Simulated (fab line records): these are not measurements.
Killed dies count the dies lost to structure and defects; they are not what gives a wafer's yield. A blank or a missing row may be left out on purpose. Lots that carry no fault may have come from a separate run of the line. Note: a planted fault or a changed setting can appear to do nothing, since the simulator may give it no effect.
Chamber matching ; flow nandHarc ; 4 sister chambers for NHARC_P_CONTACT_ETCH_35 on rieDiel-02
The step etches the open film in CF4, target depth 39 nm, time 65 s. 8 wafers are shown with their chamber, then 10 later ones without.

EACH WAFER AND ITS CHAMBER
wafer;chamber;drypumpMotorCurrentA (A);oesProductAu (a.u.)
L079.3;3;5.3;0.992
L079.5;1;5.9;0.998
L083.1;3;5.3;0.978
L083.6;0;6.3;0.990
L088.1;0;6.4;1.007
L088.5;2;5.8;0.980
L090.1;2;5.7;0.987
L090.3;1;5.8;0.985

WAFERS MISSING THEIR CHAMBER
wafer;drypumpMotorCurrentA (A);oesProductAu (a.u.)
L090.4;5.4;0.999
L092.1;5.7;0.981
L092.2;6.3;1.000
L092.3;5.3;0.997
L093.2;5.8;0.988
L093.3;5.8;0.988
L093.5;5.8;0.983
L096.1;6.4;0.989
L096.5;5.8;0.983
L096.6;5.3;0.994

WHICH CHAMBER EACH ONE RAN IN
wafer;from the rows above;in truth
L090.4;3;3
L092.1;can't be placed: 2 or 1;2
L092.2;0;0
L092.3;3;3
L093.2;can't be placed: 1 or 2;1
L093.3;can't be placed: 1 or 2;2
L093.5;can't be placed: 2 or 1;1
L096.1;0;0
L096.5;can't be placed: 2 or 1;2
L096.6;3;3
Placed correctly: 5 of 10. Unplaceable from these rows: 5, with the true chamber sitting among the candidates in 5. Placed wrongly: 0.
How it was worked out, from the rows above alone: a wafer's distance from a chamber is the root of the sum, over the readings, of the square of ((its reading less the chamber's mean) divided by the reading's scatter). If the next closest chamber is less than 2 further off than the closest, the wafer can't be placed; otherwise it belongs to the closest. The mean given for a chamber averages the wafers shown for that chamber. The scatter: the root of (the sum of the squares of (reading less its chamber's mean) over the shown wafers, divided by (wafers less chambers)).
